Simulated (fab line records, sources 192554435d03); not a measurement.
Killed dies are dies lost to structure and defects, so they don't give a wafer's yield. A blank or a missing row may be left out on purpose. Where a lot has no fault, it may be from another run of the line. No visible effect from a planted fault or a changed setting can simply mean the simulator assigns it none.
Matching of chambers :: flow n5_finfet :: N5_BEOL_M1_ALD_98 on ald_sin-03: 4 sister chambers
The step deposits SiO2, target thk 2.5 nm, pulse time 1 s, co reactant pulse time 1 s. 18 wafers are shown with their chamber, then 9 later ones without.

EACH WAFER AND ITS CHAMBER
wafer: L074.1
chamber: 2
heater_power_w (W): 88
precursor_pulse_height_rel: 0.999

wafer: L074.2
chamber: 0
heater_power_w (W): 67
precursor_pulse_height_rel: 0.980

wafer: L074.3
chamber: 3
heater_power_w (W): 78
precursor_pulse_height_rel: 1.002

wafer: L074.4
chamber: 1
heater_power_w (W): 73
precursor_pulse_height_rel: 1.010

wafer: L074.5
chamber: 1
heater_power_w (W): 77
precursor_pulse_height_rel: 0.977

wafer: L074.6
chamber: 2
heater_power_w (W): 87
precursor_pulse_height_rel: 1.002

wafer: L076.1
chamber: 1
heater_power_w (W): 74
precursor_pulse_height_rel: 1.010

wafer: L076.2
chamber: 2
heater_power_w (W): 88
precursor_pulse_height_rel: 0.984

wafer: L076.3
chamber: 3
heater_power_w (W): 78
precursor_pulse_height_rel: 1.024

wafer: L076.4
chamber: 0
heater_power_w (W): 68
precursor_pulse_height_rel: 1.005

wafer: L076.5
chamber: 3
heater_power_w (W): 76
precursor_pulse_height_rel: 1.027

wafer: L076.6
chamber: 0
heater_power_w (W): 67
precursor_pulse_height_rel: 1.021

wafer: L082.1
chamber: 1
heater_power_w (W): 76
precursor_pulse_height_rel: 1.018

wafer: L082.2
chamber: 3
heater_power_w (W): 78
precursor_pulse_height_rel: 1.022

wafer: L082.3
chamber: 2
heater_power_w (W): 87
precursor_pulse_height_rel: 0.987

wafer: L089.3
chamber: 2
heater_power_w (W): 87
precursor_pulse_height_rel: 1.011

wafer: L089.4
chamber: 0
heater_power_w (W): 68
precursor_pulse_height_rel: 0.993

wafer: L089.5
chamber: 2
heater_power_w (W): 88
precursor_pulse_height_rel: 1.011

SIGNATURES, as means of the wafers listed above
reading: heater_power_w
chamber 0: 67.50
chamber 1: 75.00
chamber 2: 87.50
chamber 3: 77.50
scatter within a chamber: 1.05

reading: precursor_pulse_height_rel
chamber 0: 0.99975
chamber 1: 1.00375
chamber 2: 0.99900
chamber 3: 1.01875
scatter within a chamber: 0.0146
Rule: a wafer's distance from a chamber is the root of the sum, over the readings, of the square of ((its reading less the chamber's mean) divided by the reading's scatter). The wafer belongs to the nearest chamber; if the next one is less than 2 further off, it can't be placed. The scatter: the root of (the sum of the squares of (reading less its chamber's mean) over the shown wafers, divided by (wafers less chambers)).

WAFERS WHOSE CHAMBER IS MISSING
wafer: L092.1
heater_power_w (W): 75
precursor_pulse_height_rel: 0.993

wafer: L092.4
heater_power_w (W): 73
precursor_pulse_height_rel: 1.011

wafer: L092.6
heater_power_w (W): 71
precursor_pulse_height_rel: 1.004

wafer: L096.1
heater_power_w (W): 87
precursor_pulse_height_rel: 1.022

wafer: L096.2
heater_power_w (W): 71
precursor_pulse_height_rel: 1.005

wafer: L096.3
heater_power_w (W): 73
precursor_pulse_height_rel: 1.010

wafer: L096.4
heater_power_w (W): 66
precursor_pulse_height_rel: 0.993

wafer: L096.5
heater_power_w (W): 71
precursor_pulse_height_rel: 1.001

wafer: L096.6
heater_power_w (W): 66
precursor_pulse_height_rel: 1.006

EACH ONE'S CHAMBER
wafer: L092.1
from the rows above: 1
in truth: 1

wafer: L092.4
from the rows above: 1
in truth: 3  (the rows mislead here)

wafer: L092.6
from the rows above: can't be placed: 0 or 1
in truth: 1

wafer: L096.1
from the rows above: 2
in truth: 2

wafer: L096.2
from the rows above: can't be placed: 0 or 1
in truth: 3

wafer: L096.3
from the rows above: 1
in truth: 1

wafer: L096.4
from the rows above: 0
in truth: 0

wafer: L096.5
from the rows above: can't be placed: 0 or 1
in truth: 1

wafer: L096.6
from the rows above: 0
in truth: 0
5 of 9 placed correctly. Can't be placed from these rows: 3 (the true chamber is among the candidates in 2). Wrongly placed: 1.
